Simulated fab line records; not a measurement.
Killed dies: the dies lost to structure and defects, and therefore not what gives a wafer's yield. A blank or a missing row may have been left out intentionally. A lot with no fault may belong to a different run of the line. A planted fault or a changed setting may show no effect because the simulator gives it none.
One fault through the eyes of 3 desks :: flow n5Finfet :: each desk holds nothing but its own numbers, with what lay behind them at the end

== THE METROLOGY DESK ==
What the gauges read, lot by lot, whatever tool the lot ran on: means of the sampled wafers that have a number. Any lot whose mean is over 4 standard deviations away from the usual mean is out of limits and marked OUT; that distance is given in the brackets. Of its 11 readings 7 are shown: those that lie furthest out on some lot.
Columns: A = cdNm at N5_FIN_SAQP_CD_MEAS_27, usual 20.34 nm; B = IOFF_N at N5_BEOL_M4_RC_MEAS_101, usual 0.16 nA/um; C = IOFF_P at N5_BEOL_M4_RC_MEAS_101, usual 0.22 nA/um; D = ION_N at N5_BEOL_M4_RC_MEAS_101, usual 675 uA/um; E = SS_P at N5_BEOL_M4_RC_MEAS_101, usual 73.4 mV/dec; F = VT_N at N5_BEOL_M4_RC_MEAS_101, usual 250 mV; G = VT_P at N5_BEOL_M4_RC_MEAS_101, usual -250 mV
lot: L731
first seen here: day 3 11:41
A: 20.41
B: 0.20
C: 0.28
D: 674
E: 75.2
F: 247
G: -246

lot: L732
first seen here: day 3 17:52
A: 20.44
B: 0.13
C: 0.18
D: 677
E: 72.6
F: 253
G: -253

lot: L740
first seen here: day 5 19:02
A: 20.33
B: 0.12
C: 0.17
D: 664
E: 73.9
F: 254
G: -253

lot: L741
first seen here: day 6 00:50
A: 19.86
B: 0.13
C: 0.19
D: 658
E: 73.1
F: 253
G: -251

lot: L745
first seen here: day 6 23:57
A: 19.81
B: 0.17
C: 0.24
D: 672
E: 73.4
F: 249
G: -247

lot: L748
first seen here: day 7 17:51
A: 20.58
B: 0.18
C: 0.23
D: 682
E: 73.4
F: 248
G: -249
This desk found nothing out of limits on any of the 6 lots.

== THE TOOL OWNER'S DESK: aldSin-04 ==
The tool's own readings at N5_FIN_SAQP_SPACER1_ALD_24 (deposits SiO2, target thk 20.3 nm, pulse time 1 s, purge time 2 s): means of the sampled wafers that have a number, for each lot that ran on this tool. Any lot whose mean is over 4 standard deviations away from the usual mean is out of limits and marked OUT; that distance is given in the brackets.
Columns: A = heaterPowerW at N5_FIN_SAQP_SPACER1_ALD_24, usual 472 W; B = precursorPulseHeightRel at N5_FIN_SAQP_SPACER1_ALD_24, usual 1.003; C = susceptorTempC at N5_FIN_SAQP_SPACER1_ALD_24, usual 299.97 C
lot: L731
first seen here: day 3 10:46
A: 474
B: 1.010
C: 299.85

lot: L741
first seen here: day 5 23:56
A: 523
B: 1.000
C: 317.07 (+78) OUT

lot: L745
first seen here: day 6 23:02
A: 601
B: 1.009
C: 316.74 (+76) OUT
This desk finds L741, L745 out of limits, L741 being first, at day 5 23:56 (susceptorTempC at N5_FIN_SAQP_SPACER1_ALD_24). In limits: L731.

== THE DEFECT DESK ==
Inspection counts along the route, by lot: the mean over sampled wafers that carry a number. Any lot whose mean is over 4 standard deviations away from the usual mean is out of limits and marked OUT; that distance is given in the brackets.
Columns: A = rawDefectCount at N5_FIN_SAQP_INSPECT_18, usual 412
lot: L731
first seen here: day 3 09:25
A: 287

lot: L732
first seen here: day 3 15:33
A: 625

lot: L740
first seen here: day 5 16:52
A: 314

lot: L741
first seen here: day 5 22:47
A: 381

lot: L745
first seen here: day 6 21:55
A: 531

lot: L748
first seen here: day 7 15:38
A: 382
This desk found nothing out of limits on any of the 6 lots.

== PUT TOGETHER ==
The tool owner's desk could have raised an alarm at day 5 23:56, on L741, L745.
At the metrology desk, nothing out of limits was observed.
The defect desk saw nothing out of limits.
The metrology desk has L741, L745 on record, within its limits.
The defect desk has L741, L745 on record, within its limits.
Of the lots named, all ran N5_FIN_SAQP_SPACER1_ALD_24 on aldSin-04.

== WHAT THE SIMULATOR HAD PUT IN ==
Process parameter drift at N5_FIN_SAQP_SPACER1_ALD_24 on aldSin-04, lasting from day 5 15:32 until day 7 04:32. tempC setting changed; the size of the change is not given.
Struck lots among those shown: L741, L745.
Each desk's first reading out of limits, in hours after the fault started: the tool owner's desk, 8.
